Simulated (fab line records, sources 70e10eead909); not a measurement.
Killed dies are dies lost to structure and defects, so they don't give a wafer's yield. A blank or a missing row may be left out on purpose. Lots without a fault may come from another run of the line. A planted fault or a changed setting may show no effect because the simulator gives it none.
Which tool did it? | flow nand_harc | 24 lots, 72 wafers sampled, at 4 steps of a route of 1302

WHAT THE GAUGES READ, wafer by wafer
NHARC_A_CONTACT_CD_MEAS_15.
lot  | measured     | on        | cd_nm (nm)
L074 | day 22 10:08 | cd_sem-02 | 188.7 189.7 189.6
L075 | day 22 13:53 | cd_sem-01 | 191.5 192.0 190.3
L078 | day 23 19:07 | cd_sem-03 | 190.6 191.5 191.1
L077 | day 23 19:31 | cd_sem-02 | 191.0 190.8 191.0
L076 | day 23 22:53 | cd_sem-03 | 190.5 191.3 190.7
L079 | day 24 09:20 | cd_sem-03 | 189.6 190.7 190.4
L081 | day 25 02:07 | cd_sem-01 | 189.6 189.6 190.1
L080 | day 25 03:06 | cd_sem-01 | 190.5 190.6 190.5
L082 | day 25 18:19 | cd_sem-01 | 190.2 190.5 189.8
L084 | day 26 20:10 | cd_sem-01 | 190.1 191.3 190.8
L083 | day 27 03:37 | cd_sem-02 | 191.4 189.9 189.5
L085 | day 27 08:53 | cd_sem-03 | 190.3 190.7 189.9
L086 | day 28 08:35 | cd_sem-01 | 189.7 189.6 189.5
L089 | day 28 12:29 | cd_sem-02 | 189.6 190.8 190.6
L087 | day 28 12:59 | cd_sem-01 | 191.0 188.5 189.5
L088 | day 28 19:20 | cd_sem-02 | 189.2 190.0 190.0
L090 | day 29 01:05 | cd_sem-01 | 188.6 190.1 190.3
L092 | day 30 01:20 | cd_sem-03 | 189.1 190.2 189.9
L091 | day 30 02:23 | cd_sem-02 | 191.3 190.5 190.7
L095 | day 30 17:20 | cd_sem-02 | 188.8 188.2 189.6
L093 | day 30 18:39 | cd_sem-02 | 189.8 189.4 190.8
L094 | day 30 21:58 | cd_sem-02 | 189.6 189.3 189.5
L096 | day 31 08:57 | cd_sem-02 | 189.8 188.6 189.3
L097 | day 32 00:20 | cd_sem-02 | 190.5 191.2 191.2

NHARC_A_BLC_CD_MEAS_19.
lot  | measured     | on        | cd_nm (nm)
L074 | day 22 14:14 | cd_sem-02 | 93.1 104.6 94.4
L075 | day 22 17:59 | cd_sem-01 | 93.2 99.0 93.3
L078 | day 23 23:31 | cd_sem-03 | 100.2 100.4 102.4
L077 | day 24 00:14 | cd_sem-03 | 99.6 104.3 94.8
L076 | day 24 02:52 | cd_sem-02 | 100.3 93.8 103.0
L079 | day 24 13:17 | cd_sem-01 | 97.6 98.5 98.9
L081 | day 25 06:59 | cd_sem-03 | 97.8 100.6 101.3
L080 | day 25 07:11 | cd_sem-01 | 102.9 97.2 101.0
L082 | day 25 22:17 | cd_sem-01 | 95.9 93.7 96.0
L084 | day 27 00:18 | cd_sem-01 | 100.3 102.5 99.1
L083 | day 27 07:45 | cd_sem-03 | 100.3 100.9 101.0
L085 | day 27 12:58 | cd_sem-03 | 100.8 98.1 99.0
L086 | day 28 12:50 | cd_sem-02 | 102.0 101.7 98.6
L089 | day 28 16:37 | cd_sem-02 | 102.6 100.6 103.1
L087 | day 28 17:09 | cd_sem-01 | 100.6 99.7 103.3
L088 | day 28 23:23 | cd_sem-01 | 100.0 103.0 101.1
L090 | day 29 05:56 | cd_sem-02 | 104.0 101.4 99.8
L092 | day 30 05:32 | cd_sem-03 | 98.5 97.4 103.0
L091 | day 30 06:29 | cd_sem-02 | 98.1 105.0 97.2
L095 | day 30 21:28 | cd_sem-02 | 97.7 93.7 97.4
L093 | day 30 22:49 | cd_sem-03 | 99.2 101.4 99.9
L094 | day 31 02:26 | cd_sem-03 | 95.3 98.0 102.7
L096 | day 31 13:49 | cd_sem-02 | 97.6 100.9 95.7
L097 | day 32 04:19 | cd_sem-02 | 101.7 100.7 95.9

WHICH TOOL RAN EACH LOT (tool, then ch and the chambers of the sampled wafers, then the start)
lot  | NHARC_A_CONTACT_ETCH_135             | NHARC_A_BLC_ETCH_17
L074 | har_cap_etch-02 ch 0,1, day 22 08:19 | rie_diel-02 ch 0,1, day 22 14:14 or earlier
L075 | har_cap_etch-01 ch 0,1, day 22 12:05 | rie_diel-12 ch 0,2,3, day 22 17:59 or earlier
L078 | har_cap_etch-02 ch 0,1, day 23 17:16 | rie_diel-02 ch 1,2,3, day 23 23:31 or earlier
L077 | har_cap_etch-03 ch 0,1, day 23 17:39 | rie_diel-02 ch 0,2,3, day 24 00:14 or earlier
L076 | har_cap_etch-01 ch 0,1, day 23 21:05 | rie_diel-02 ch 0,1,2, day 24 02:52 or earlier
L079 | har_cap_etch-02 ch 0,1, day 24 07:31 | rie_diel-08 ch 0,2,3, day 24 13:17 or earlier
L081 | har_cap_etch-03 ch 0,1, day 25 00:14 | rie_diel-02 ch 0,3, day 25 06:59 or earlier
L080 | har_cap_etch-01 ch 0,1, day 25 01:22 | rie_diel-08 ch 0,3, day 25 07:11 or earlier
L082 | har_cap_etch-02 ch 1, day 25 16:28   | rie_diel-02 ch 0,1,2, day 25 22:17 or earlier
L084 | har_cap_etch-02 ch 0,1, day 26 18:14 | rie_diel-08 ch 0,2,3, day 27 00:18 or earlier
L083 | har_cap_etch-03 ch 0,1, day 27 01:22 | rie_diel-08 ch 0,1, day 27 07:45 or earlier
L085 | har_cap_etch-02 ch 0,1, day 27 06:50 | rie_diel-02 ch 0,1,2, day 27 12:58 or earlier
L086 | har_cap_etch-02 ch 0,1, day 28 06:44 | rie_diel-08 ch 0,1,2, day 28 12:50 or earlier
L089 | har_cap_etch-02 ch 0,1, day 28 10:46 | rie_diel-02 ch 1,2, day 28 16:37 or earlier
L087 | har_cap_etch-01 ch 0,1, day 28 11:12 | rie_diel-08 ch 1,2,3, day 28 17:09 or earlier
L088 | har_cap_etch-02 ch 0,1, day 28 17:29 | rie_diel-02 ch 0,1,2, day 28 23:23 or earlier
L090 | har_cap_etch-01 ch 0, day 28 23:16   | rie_diel-08 ch 0,1,2, day 29 05:56 or earlier
L092 | har_cap_etch-02 ch 0,1, day 29 23:34 | rie_diel-02 ch 2,3, day 30 05:32 or earlier
L091 | har_cap_etch-01 ch 1, day 30 00:35   | rie_diel-08 ch 0,2,3, day 30 06:29 or earlier
L095 | har_cap_etch-01 ch 0,1, day 30 15:29 | rie_diel-12 ch 0,2,3, day 30 21:28 or earlier
L093 | har_cap_etch-02 ch 0, day 30 16:50   | rie_diel-02 ch 0,1, day 30 22:49 or earlier
L094 | har_cap_etch-03 ch 0,1, day 30 20:14 | rie_diel-08 ch 1,2,3, day 31 02:26 or earlier
L096 | har_cap_etch-03 ch 0,1, day 31 07:13 | rie_diel-08 ch 1,2,3, day 31 13:49 or earlier
L097 | har_cap_etch-02 ch 0,1, day 31 22:33 | rie_diel-08 ch 2,3, day 32 04:19 or earlier
- NHARC_A_CONTACT_ETCH_135: etches the open film in C4F8/O2/Ar, time 311 s, target depth 1912 nm.
- NHARC_A_BLC_ETCH_17: etches the open film in N2/H2, target depth 390 nm, time 609.38 s.

WHAT THE TOOLS THEMSELVES READ (means of the sampled wafers that have a number; where no wafer has one, the mark that the record gives instead)
NHARC_A_BLC_ETCH_17.
lot  | tool        | drypump_motor_current_A (A) | oes_product_au (a.u.) | rf_vpp_V (V) | showerhead_plenum_p_Torr (Torr) | throttle_valve_pct (%)
L074 | rie_diel-02 | 5.3                         | 1.017                 | 428.7        | 1.97                            | 14.174
L075 | rie_diel-12 | 5.8                         | 0.993                 | 429.8        | 2.02                            | 14.169
L078 | rie_diel-02 | 5.6                         | 1.011                 | 430.9        | 2.04                            | 14.170
L077 | rie_diel-02 | 5.5                         | 1.013                 | 428.6        | 1.97                            | 14.170
L076 | rie_diel-02 | 5.5                         | 1.017                 | 429.1        | 1.99                            | 14.174
L079 | rie_diel-08 | 5.8                         | 1.013                 | 429.1        | 2.00                            | 14.168
L081 | rie_diel-02 | 5.2                         | 0.999                 | 427.8        | 1.96                            | 14.175
L080 | rie_diel-08 | 5.9                         | 0.999                 | 429.2        | 1.97                            | 14.166
L082 | rie_diel-02 | 5.5                         | 1.016                 | 429.3        | 1.99                            | 14.177
L084 | rie_diel-08 | 5.7                         | 1.012                 | 428.9        | 2.00                            | 14.180
L083 | rie_diel-08 | 5.4                         | 0.993                 | 428.8        | 1.93                            | 14.180
L085 | rie_diel-02 | 5.5                         | 1.004                 | 428.9        | 1.98                            | 14.169
L086 | rie_diel-08 | 5.5                         | 0.996                 | 428.8        | 1.98                            | 14.169
L089 | rie_diel-02 | 5.8                         | 1.003                 | 429.6        | 2.00                            | 14.175
L087 | rie_diel-08 | 5.8                         | 0.999                 | 428.4        | 1.98                            | 14.166
L088 | rie_diel-02 | 5.5                         | 1.011                 | 428.8        | 1.98                            | 14.173
L090 | rie_diel-08 | 5.5                         | 1.001                 | 429.3        | 1.98                            | 14.173
L092 | rie_diel-02 | 5.7                         | 1.001                 | 428.6        | 1.98                            | 14.173
L091 | rie_diel-08 | 5.7                         | 1.011                 | 430.1        | 2.00                            | 14.167
L095 | rie_diel-12 | 5.8                         | 1.005                 | 429.2        | 2.00                            | 14.177
L093 | rie_diel-02 | 5.2                         | 1.008                 | 428.0        | 1.96                            | 14.169
L094 | rie_diel-08 | 5.8                         | 1.002                 | 428.6        | 1.97                            | 14.174
L096 | rie_diel-08 | 5.8                         | 0.994                 | 427.6        | 1.97                            | 14.172
L097 | rie_diel-08 | 6.0                         | 1.005                 | 428.8        | 1.99                            | 14.178

THE ANSWER, worked out from the rows above alone
Rule: what is usual is taken from the lots themselves. Put in order of their means at a reading, lots are off if they are a third of the lots or fewer, leave a main group of 4 or more, and stand apart from it by a gap of 3 or more times the standard deviation of the main group's means; of several such gaps the widest counts. A main group whose means are all the same, to the digits that the tables above print for the reading, isn't used. A lot without any number at a reading at which 4 lots or more have one is off too. The other lots that the step has rows for count as sound. The gauges are gone through in route order, then the tools' own readings, and for those a lot's mean is taken as printed above. The first step at which some lot is off is used, and at that step the reading that is off furthest; a lot without a number counts as furthest.
No lot is off at any reading shown: from this, nothing can be told.

WHAT THE SIMULATOR HAD PUT IN
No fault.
